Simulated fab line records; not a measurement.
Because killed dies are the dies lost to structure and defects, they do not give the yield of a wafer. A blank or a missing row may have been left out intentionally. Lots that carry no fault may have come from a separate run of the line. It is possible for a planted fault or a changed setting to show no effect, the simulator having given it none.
A lot that was struck, set against a sound lot -- flow n5_finfet -- 24 out of 1938 route steps
Sound: these wafers, L577.1, L577.4, L577.6. Struck: wafer L588.6 (left out: L588.2, L588.3 of the same lot, which were not struck); the cause appears at the end.
Each step with rows lists, per side, the tool, then ch with its chambers, then its first start. Under that, the readings that differ: sound wafers -- struck wafers -- difference of the means -- sigmas: that difference in standard deviations of wafers without a fault.
alike: same words and numbers on both sides, and readings whose means sit less than 2 such deviations apart. not compared: any withheld reading, any reading some wafer has no value for, any bound like >300 that may hide the same value, and any number with overlapping values for which the record gives no deviation.
A row with sigmas, a row that says differs or no value, or rows on one side alone: a step with any of these is where the two part. Non-overlapping numbers with no deviation appear without sigmas and do not part them. A reading that every wafer of one side lacks parts them only if that side has two wafers or more.

first, 8 steps without rows for these wafers: N5_BEOL_M15_ECD_47 (material Cu, target thk 1860 nm); N5_BEOL_M15_ANNEAL_48 (time 90 s); N5_BEOL_M15_CMP_49 (polishes, stops on SiO2, t overpolish 4.9 s, target thk 850 nm); N5_BEOL_M15_PRE_CLEAN_52 (time 15 s); N5_BEOL_M15_DEP_53 (deposits SiCN from 3MS/NH3, target thk 50 nm, time 17.8 s); N5_PASSIVATION_PECVD_00 (deposits SiO2 from SiH4/N2O, target thk 200 nm, time 11.2 s); N5_MIM_BOT_DEGAS_01 (time 60 s); N5_MIM_BOT_SPUTTER_00 (material TiN, target thk 35 nm, time 89.7 s).
N5_MIM_TOP_ALD_00: deposits Al2O3, purge time 3 s, co reactant pulse time 3 s.
  sound on ald_hk-02 ch 0,1,3, day 14 14:26; struck on ald_hk-02 ch 2, day 17 03:23
  alike: precursor_pulse_height_rel
then, 12 steps without rows for these wafers: N5_MIM_TOP_ALD_01 (deposits HfO2, target thk 5.6 nm, pulse time 1 s, purge time 3 s); N5_MIM_TOP_ALD_02 (deposits Al2O3, purge time 3 s, co reactant pulse time 3 s); N5_MIM_TOP_DEGAS_04 (time 60 s); N5_MIM_TOP_SPUTTER_03 (material TiN, target thk 35 nm, time 89.7 s); N5_MIM_TOP_LITHO_HMDS_01 (time 60 s); N5_MIM_TOP_LITHO_COAT_02; N5_MIM_TOP_LITHO_EBR_04; N5_MIM_TOP_LITHO_SOFTBAKE_03 (time 90 s); N5_MIM_TOP_LITHO_EXPOSE_05 (exposes mask MIM TOP, target cd 2000 nm); N5_MIM_TOP_LITHO_PEB_06; N5_MIM_TOP_LITHO_DEVELOP_07 (develop time 60 s); N5_MIM_TOP_LITHO_HARDBAKE_09 (time 120 s).
N5_MIM_TOP_LITHO_INSPECT_12: inspects for defects (macro).
  sound on defect_inspect-01 at day 14 17:50; struck on defect_inspect-01 at day 17 05:03
reading,sound,struck,difference,sigmas
raw_defect_count,1 2 1,>300,differs,
then, 1 step without rows for these wafers: N5_MIM_TOP_LITHO_DESCUM_10 (chemistry O2, time 7.9 s).
N5_PASSIVATION_PROBE_49:
  the record has rows for the struck wafers here (prober-02, day 17 15:53) and none for the sound ones

## WHERE THEY PART
Last at N5_PASSIVATION_PROBE_49 as far as this record goes, first at N5_MIM_TOP_LITHO_INSPECT_12.

WHY: what had been put in by the simulator
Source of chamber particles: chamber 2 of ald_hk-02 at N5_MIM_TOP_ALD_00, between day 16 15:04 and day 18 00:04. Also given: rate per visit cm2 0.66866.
